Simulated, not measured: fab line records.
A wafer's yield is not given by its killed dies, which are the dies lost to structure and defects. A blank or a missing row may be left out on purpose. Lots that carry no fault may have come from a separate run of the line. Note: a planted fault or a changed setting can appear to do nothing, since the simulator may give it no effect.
A lot that was struck, set against a sound lot || flow n5 finfet || 18 out of 1938 route steps
Sound: the wafers L865.1, L865.2, L865.3. The struck wafers were L863.1, L863.3, L863.5. The cause comes at the end.
Order at every step that has rows: each side's tool, ch and its chambers, its first start. Under that, the readings that differ: sound wafers || struck wafers || difference of the means || sigmas: that difference in standard deviations of wafers without a fault.
alike: readings with means less than 2 such deviations apart, plus words and numbers identical on both sides. not compared: withheld readings, readings lacking a value on some wafer, bounds such as >300 that could conceal the same value, and numbers that have no deviation in the record and whose values overlap.
The two part at a step that has a row with sigmas, a row that says differs or no value, or rows on one side only. Numbers that have no deviation but don't overlap get no sigmas and don't part them. A reading missing from all wafers of one side parts the sides only when that side holds two or more wafers.

N5_BEOL_M11_CMP_52: polishes, stops on SiCOH lowk, t overpolish 7 s, target thk 140 nm.
  sound on cmp-01 ch 1,2,3, day 14 18:10; struck on cmp-03 ch 1,3, day 14 01:42
  alike: barrier field endpoint s, motor current A, overpolish run s, time to endpoint s
N5_BEOL_M11_THK_MEAS_53: measures by xrf.
  sound on film metro-02 at day 14 18:28; struck on film metro-01 at day 14 01:59
  alike: M11_THK
then, 1 step without rows for these wafers: N5_BEOL_M11_PRE_CLEAN_55 (time 15 s).
N5_BEOL_M11_DEP_56: deposits SiCN from 3MS/NH3, target thk 30 nm, time 10.5 s.
  sound on pecvd-01 ch 0,1,2, day 14 18:31; struck on pecvd-04 ch 1,2, day 14 02:04
  alike: showerhead plenum p Torr, throttle valve pct
N5_BEOL_M11_RS_MEAS_57: measurement is done with a four-point probe.
  sound on film metro-02 at day 14 18:35; struck on film metro-01 at day 14 02:07
  alike: M11_RS
N5_BEOL_M11_INSPECT_58: inspects for defects (darkfield).
  sound on defect inspect-02 at day 14 18:37; struck on defect inspect-02 at day 14 02:09
  alike: raw defect count
N5_BEOL_M12_ILD_DEP_00: deposits SiOC from DEMS/O2, target thk 658.92 nm, time 130.7 s.
  sound on pecvd-03 ch 0,1,2, day 14 18:39; struck on pecvd-01 ch 0,2, day 14 02:11
  alike: heater power w, showerhead plenum p Torr, throttle valve pct
N5_BEOL_M12_THK_MEAS_01:
  sound on film metro-01 at day 14 18:47; struck on film metro-01 at day 14 02:19
  alike: M12_ILD_THK
then, 4 steps without rows for these wafers: N5_BEOL_M12_COAT_58 (time 60 s, resist thk 89 nm); N5_BEOL_M12_COAT_04 (resist thk 400 nm); N5_BEOL_M12_EBR_06; N5_BEOL_M12_SOFTBAKE_05 (time 60 s).
N5_BEOL_M12_EXPOSE_07: exposes mask V11.
  sound on krf scanner-02 ch 0, day 14 18:55; struck on krf scanner-01 ch 0, day 14 02:34
{"reading": "exposure dose mJ cm2", "sound": "32.50 32.45 32.47", "struck": "30.96 30.98 30.89", "difference": -1.53, "sigmas": -44}
  alike: mask, reticle temp C
then, 3 steps without rows for these wafers: N5_BEOL_M12_PEB_08 (peb time 90 s); N5_BEOL_M12_DEVELOP_09 (develop time 45 s); N5_BEOL_M12_HARDBAKE_14 (time 120 s).
N5_BEOL_M12_CD_MEAS_10: the cd target is 140 nm.
  sound on cd sem-03 ch 0, day 14 19:05; struck on cd sem-01 ch 0, day 14 02:44
{"reading": "cd nm (nm)", "sound": "137.5 138.0 138.0", "struck": "133.7 131.6 134.8", "difference": -4.5, "sigmas": -2}
N5_BEOL_M12_OVL_MEAS_11:
  sound on overlay-01 ch 0, day 14 19:07; struck on overlay-02 ch 0, day 14 02:47
  alike: V11_OVL

## WHERE THEY PART
First at N5_BEOL_M12_EXPOSE_07; last, within this record, at N5_BEOL_M12_CD_MEAS_10. Later steps at which nothing parts them and some readings are alike: N5_BEOL_M12_OVL_MEAS_11.

WHY: the cause the simulator had injected
Process parameters drifting: krf scanner-01 at N5_BEOL_M12_EXPOSE_07, beginning at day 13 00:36. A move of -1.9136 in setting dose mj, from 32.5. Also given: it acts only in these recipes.
